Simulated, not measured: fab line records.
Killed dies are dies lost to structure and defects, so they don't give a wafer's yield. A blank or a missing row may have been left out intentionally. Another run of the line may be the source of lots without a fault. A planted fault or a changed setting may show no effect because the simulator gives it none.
Matching of chambers    flow n5_finfet    N5_ILD0_CMP_07 on cmp-01: 4 sister chambers
The step polishes SiO2 flowable, stops on poly-Si, t overpolish 1.18 s, target thk 138.88 nm. 4 wafers are shown with their chamber, then 8 later ones without.

== WAFERS, EACH WITH ITS CHAMBER ==
wafer   chamber  motor_current_A (A)
L080.2  2        13.0
L083.1  0        14.9
L083.5  3        9.6
L087.3  1        9.9

== WAFERS WITHOUT THEIR CHAMBER ==
wafer   motor_current_A (A)
L087.5  14.7
L087.6  11.1
L091.1  10.3
L091.5  9.5
L091.6  13.9
L096.2  10.7
L096.4  10.0
L096.6  10.1

== WHICH CHAMBER EACH ONE RAN IN ==
wafer   from the rows above           in truth
L087.5  0                             0
L087.6  can't be placed: 1 or 3 or 2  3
L091.1  can't be placed: 1 or 3       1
L091.5  can't be placed: 3 or 1       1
L091.6  can't be placed: 2 or 0       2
L096.2  can't be placed: 1 or 3       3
L096.4  can't be placed: 1 or 3       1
L096.6  can't be placed: 1 or 3       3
Correctly placed: 1 of 8. From these rows, 7 cannot be placed; in 7 the true chamber is one of the candidates. 0 placed wrongly.
How it was worked out, from the rows above alone: a wafer's distance from a chamber is the root of the sum, over the readings, of the square of ((its reading less the chamber's mean) divided by the reading's scatter). If the next closest chamber is less than 2 further off than the closest, the wafer can't be placed; otherwise it belongs to the closest. A chamber's mean is the mean of its shown wafers. The scatter: root of mean squared gap, hidden wafer to nearest shown wafer, with one shown wafer a chamber.
